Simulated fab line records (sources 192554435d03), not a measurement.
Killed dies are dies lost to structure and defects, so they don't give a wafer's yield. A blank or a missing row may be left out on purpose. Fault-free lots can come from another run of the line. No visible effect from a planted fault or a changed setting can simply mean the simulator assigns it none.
Split-lot study || flow n5 finfet || on a route of 1938 steps: 7 lots, 21 wafers read

THE SPLIT ITSELF
At N5_BEOL_M8_DEP_56 (deposits SiCN from 3MS/NH3, target thk 10 nm, time 17.5 s), the setting time s was moved away from the recipe's 17.5 s on 8 of the 21 wafers read, by -9.4% to +4.9%. All remaining wafers had this setting at the recipe value.

The split's own step is where the reading is taken.

THE READING
SiCN_of_BEOL_M8_DEP_56.thk nm (the simulator's own value, which no gauge read), in nm, at N5_BEOL_M8_DEP_56 (deposits SiCN from 3MS/NH3, target thk 10 nm, time 17.5 s). No usual value for it is given in the file. The 13 wafers here that ran the recipe average 10.0 nm, standard deviation 0.18 nm.

{"wafer": "L075.1", "tool, chamber at the split": "pecvd-04, 1", "time s as run, s": 15.85, "against the recipe": "-9.4%", "SiCN_of_BEOL_M8_DEP_56.thk nm, nm": 9.2, "against lot-mates on the recipe": -0.8}
{"wafer": "L075.3", "tool, chamber at the split": "pecvd-04, 0", "time s as run, s": 17.5, "against the recipe": "recipe", "SiCN_of_BEOL_M8_DEP_56.thk nm, nm": 10, "against lot-mates on the recipe": "-"}
{"wafer": "L075.6", "tool, chamber at the split": "pecvd-04, 1", "time s as run, s": 15.85, "against the recipe": "-9.4%", "SiCN_of_BEOL_M8_DEP_56.thk nm, nm": 9, "against lot-mates on the recipe": -1.0}
{"wafer": "L077.1", "tool, chamber at the split": "pecvd-01, 0,1,2", "time s as run, s": 17.5, "against the recipe": "recipe", "SiCN_of_BEOL_M8_DEP_56.thk nm, nm": 9.8, "against lot-mates on the recipe": "-"}
{"wafer": "L077.2", "tool, chamber at the split": "pecvd-01, 0,1,2", "time s as run, s": 17.5, "against the recipe": "recipe", "SiCN_of_BEOL_M8_DEP_56.thk nm, nm": 9.8, "against lot-mates on the recipe": "-"}
{"wafer": "L077.5", "tool, chamber at the split": "pecvd-01, 0,1,2", "time s as run, s": 17.5, "against the recipe": "recipe", "SiCN_of_BEOL_M8_DEP_56.thk nm, nm": 9.8, "against lot-mates on the recipe": "-"}
{"wafer": "L078.2", "tool, chamber at the split": "pecvd-01, 1,0", "time s as run, s": 17.5, "against the recipe": "recipe", "SiCN_of_BEOL_M8_DEP_56.thk nm, nm": 10, "against lot-mates on the recipe": "-"}
{"wafer": "L078.4", "tool, chamber at the split": "pecvd-01, 1,0", "time s as run, s": 17.5, "against the recipe": "recipe", "SiCN_of_BEOL_M8_DEP_56.thk nm, nm": 10, "against lot-mates on the recipe": "-"}
{"wafer": "L078.3", "tool, chamber at the split": "pecvd-01, 2", "time s as run, s": 17.5, "against the recipe": "recipe", "SiCN_of_BEOL_M8_DEP_56.thk nm, nm": 9.8, "against lot-mates on the recipe": "-"}
{"wafer": "L081.2", "tool, chamber at the split": "pecvd-01, 1,2", "time s as run, s": 18.35, "against the recipe": "+4.9%", "SiCN_of_BEOL_M8_DEP_56.thk nm, nm": 10.4, "against lot-mates on the recipe": "+0.0"}
{"wafer": "L081.3", "tool, chamber at the split": "pecvd-01, 1,2", "time s as run, s": 18.35, "against the recipe": "+4.9%", "SiCN_of_BEOL_M8_DEP_56.thk nm, nm": 10.4, "against lot-mates on the recipe": "+0.0"}
{"wafer": "L081.5", "tool, chamber at the split": "pecvd-01, 1", "time s as run, s": 17.5, "against the recipe": "recipe", "SiCN_of_BEOL_M8_DEP_56.thk nm, nm": 10.4, "against lot-mates on the recipe": "-"}
{"wafer": "L090.4", "tool, chamber at the split": "pecvd-04, 2", "time s as run, s": 16.79, "against the recipe": "-4.1%", "SiCN_of_BEOL_M8_DEP_56.thk nm, nm": 9.8, "against lot-mates on the recipe": -0.4}
{"wafer": "L090.5", "tool, chamber at the split": "pecvd-04, 1", "time s as run, s": 17.5, "against the recipe": "recipe", "SiCN_of_BEOL_M8_DEP_56.thk nm, nm": 10.2, "against lot-mates on the recipe": "-"}
{"wafer": "L090.6", "tool, chamber at the split": "pecvd-04, 0", "time s as run, s": 16.79, "against the recipe": "-4.1%", "SiCN_of_BEOL_M8_DEP_56.thk nm, nm": 9.6, "against lot-mates on the recipe": -0.6}
{"wafer": "L091.2", "tool, chamber at the split": "pecvd-03, 1", "time s as run, s": 17.5, "against the recipe": "recipe", "SiCN_of_BEOL_M8_DEP_56.thk nm, nm": 10, "against lot-mates on the recipe": "-"}
{"wafer": "L091.6", "tool, chamber at the split": "pecvd-03, 1", "time s as run, s": 17.5, "against the recipe": "recipe", "SiCN_of_BEOL_M8_DEP_56.thk nm, nm": 10, "against lot-mates on the recipe": "-"}
{"wafer": "L091.5", "tool, chamber at the split": "pecvd-03, 0", "time s as run, s": 17.5, "against the recipe": "recipe", "SiCN_of_BEOL_M8_DEP_56.thk nm, nm": 10.2, "against lot-mates on the recipe": "-"}
{"wafer": "L092.2", "tool, chamber at the split": "pecvd-04, 1", "time s as run, s": 16.23, "against the recipe": "-7.3%", "SiCN_of_BEOL_M8_DEP_56.thk nm, nm": 9.4, "against lot-mates on the recipe": -0.6}
{"wafer": "L092.6", "tool, chamber at the split": "pecvd-04, 1", "time s as run, s": 16.23, "against the recipe": "-7.3%", "SiCN_of_BEOL_M8_DEP_56.thk nm, nm": 9.4, "against lot-mates on the recipe": -0.6}
{"wafer": "L092.3", "tool, chamber at the split": "pecvd-04, 0", "time s as run, s": 17.5, "against the recipe": "recipe", "SiCN_of_BEOL_M8_DEP_56.thk nm, nm": 10, "against lot-mates on the recipe": "-"}
Rows listing several chambers each stand for several wafers; the file does not say which wafer went through which chamber.

FIT RESULTS
A straight line over all 21 wafers: SiCN_of_BEOL_M8_DEP_56.thk nm changes by +0.0881 nm for each +1% of time s; r = +0.92; the points scatter about the line by 0.16 nm.
The same after taking each lot's own level away (the mean of its wafers on the recipe; 21 wafers): +0.0752 nm for each +1%; r = +0.91; scatter 0.14 nm.
According to that fit, moving time s by its largest amount changes the reading by 0.71 nm.
The lots' own levels span 9.80 to 10.40 nm, that is 3.4 times the standard deviation above.
In other words, the slope is changed by the lot-to-lot level; the two fits disagree.
Check: -0.781 nm against its lot-mates is what the line predicts for one of the wafers moved furthest among these (-9.4%) when that wafer is left out of the fit. Against them it came out at -0.8 nm.

THE FILE'S OWN FIT
SiCN_of_BEOL_M8_DEP_56.thk nm changes by +0.0819 nm for each +1% of time s, r = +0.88.
